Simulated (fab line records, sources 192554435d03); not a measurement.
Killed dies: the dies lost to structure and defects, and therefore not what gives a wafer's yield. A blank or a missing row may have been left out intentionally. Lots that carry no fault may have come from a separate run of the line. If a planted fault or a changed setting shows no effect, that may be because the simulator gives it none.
Struck lot and sound lot, side by side    flow n5Finfet    15 steps out of a route of 1938
Sound: the wafers L306.1, L306.3, L306.5. Struck: wafer L321.4. (L321.1, L321.3 of the same lot were not struck and are left out.) The cause comes at the end.
Per side, at each step with rows, come the tool, then ch with its chambers, and then its first start. Under that, the readings that differ: sound wafers    struck wafers    difference of the means    sigmas: that difference in standard deviations of wafers without a fault.
alike: readings whose means differ by less than 2 such deviations, and words and numbers that are the same on both sides. not compared: withheld readings, readings that some wafer has no value for, bounds like >300 that may hide the same value, and numbers for which the record gives no deviation and whose values overlap.
A row with sigmas, a row that says differs or no value, or rows on one side alone: a step with any of these is where the two part. Numbers that don't overlap but have no deviation are shown without sigmas and don't part them. A reading that every wafer of one side lacks parts them only if that side has two wafers or more.

N5_SDB_OVL_MEAS_12:
  sound on overlay-01 ch 0, day 3 22:44; struck on overlay-01 ch 0, day 7 17:13
  alike: SDB_OVL
N5_SDB_INSPECT_13: inspects for defects (brightfield).
  sound on defectInspect-01 at day 3 22:45; struck on defectInspect-02 at day 7 17:14
  alike: rawDefectCount
then, 2 steps without rows for these wafers: N5_SDB_DESCUM_16 (chemistry O2, time 7.9 s); N5_SDB_ETCH_17 (etches SiARC in CF4, target depth 23.4 nm, time 39 s).
N5_SDB_ETCH_18: etches SOC in N2/H2, target depth 100 nm, overetch 20 nm, time 150 s.
  sound on rieDiel-01 ch 0,2,3, day 3 22:52; struck on rieDiel-04 ch 3, day 7 17:20
  alike: biasW, drypumpMotorCurrentA, oesProductAu, rfFwdPowerW, rfVppV, showerheadPlenumPTorr, throttleValvePct
  not compared: rfHoursCounterH
then, 1 step without rows for these wafers: N5_SDB_STRIP_19 (strips in N2/H2).
N5_SDB_STRIP_21: strips in CF4.
  sound on rieDiel-01 ch 0,2,3, day 3 22:59; struck on rieDiel-04 ch 3, day 7 17:29
reading     sound              struck  difference  sigmas
rfVppV (V)  271.5 270.3 269.0  274.9   +4.6        +3
  alike: drypumpMotorCurrentA, oesProductAu, rfFwdPowerW, showerheadPlenumPTorr, throttleValvePct
  not compared: rfHoursCounterH
N5_SDB_HM_OPEN_20: chemistry CH3F/O2, target SiNx, stops on poly-Si, target depth 24 nm.
  sound on rieDiel-01 ch 0,2,3, day 3 23:01; struck on rieDiel-04 ch 3, day 7 17:30
  alike: CH3F_flow_sccm, drypumpMotorCurrentA, oes_o_777_au, oesProductAu, rfFwdPowerW, rfVppV, showerheadPlenumPTorr, throttleValvePct
  not compared: rfHoursCounterH
N5_SDB_STRIP_22: strips in N2/H2.
  sound on plasmaAsher-02 ch 1, day 3 23:05; struck on plasmaAsher-02 ch 0, day 7 17:35
reading           sound        struck  difference  sigmas
heaterPowerW (W)  317 306 309  338     +27         +2
  alike: drypumpMotorCurrentA, oesProductAu, stripTimeToEndpointS
  not compared: rfHoursCounterH
then, 2 steps without rows for these wafers: N5_SDB_PRECLEAN_23 (cleans in dHF, time 30 s); N5_SDB_DUMMY_REMOVE_24 (chemistry TMAH, target poly-Si, stops on SiO2, target depth 142 nm, time 57 s, rinse time 30 s).
N5_SDB_ETCH_25: etches SiO2 in C4F6/O2, target depth 10 nm, time 3.3 s.
  sound on rieDiel-04 ch 0,2, day 3 23:19; struck on rieDiel-05 ch 1, day 7 17:48
reading                   sound              struck  difference  sigmas
biasW (W)                 184.9 184.8 184.3  186.3   +1.6        +3
drypumpMotorCurrentA (A)  5.5 5.3 5.3        6.5     +1.1        +2
  alike: oes_o_777_au, oesProductAu, rfFwdPowerW, rfVppV, showerheadPlenumPTorr, throttleValvePct
  not compared: rfHoursCounterH
N5_SDB_CUT_ETCH_26: etches Si in HBr/Cl2/O2, target depth 129.6 nm, bt time 20 s, time 51.8 s.
  sound on rieSi-03 ch 2,3, day 3 23:24; struck on rieSi-01 ch 0, day 7 17:53
reading                                 sound              struck  difference  sigmas
model.etch.depthNm (nm)                 127.3 128.9 128.6  144.7   +16.4       
model.SDB.featureDepthNm (nm)           127.2 128.8 128.6  144.6   +16.4       
model.SiNx_of_SDB_HM_DEP_00.thkNm (nm)  21.4 21.8 21.8     18      -4          
  alike: drypumpMotorCurrentA, oes_o_777_au, oesProductAu, throttleValvePct
  not compared: biasW, rfFwdPowerW, rfHoursCounterH
N5_SDB_PRECLEAN_38: cleans in dHF, time 10 s.
  sound on wetBench-04 ch 1,2,6, day 3 23:31; struck on wetBench-06 ch 0, day 7 18:01
reading                                 sound           struck  difference  sigmas
model.SiNx_of_SDB_HM_DEP_00.thkNm (nm)  21.4 21.8 21.6  17.8    -3.8        
  alike: bathHeatDutyPct
then, 1 step without rows for these wafers: N5_SDB_PRECLEAN_39 (cleans in O3/DIW, time 45 s).

== WHERE THEY PART ==
First at N5_SDB_STRIP_21; last, within this record, at N5_SDB_ETCH_25. Later steps at which nothing parts them and some readings are alike: N5_SDB_CUT_ETCH_26, N5_SDB_PRECLEAN_38.

WHY: whatever the simulator had introduced
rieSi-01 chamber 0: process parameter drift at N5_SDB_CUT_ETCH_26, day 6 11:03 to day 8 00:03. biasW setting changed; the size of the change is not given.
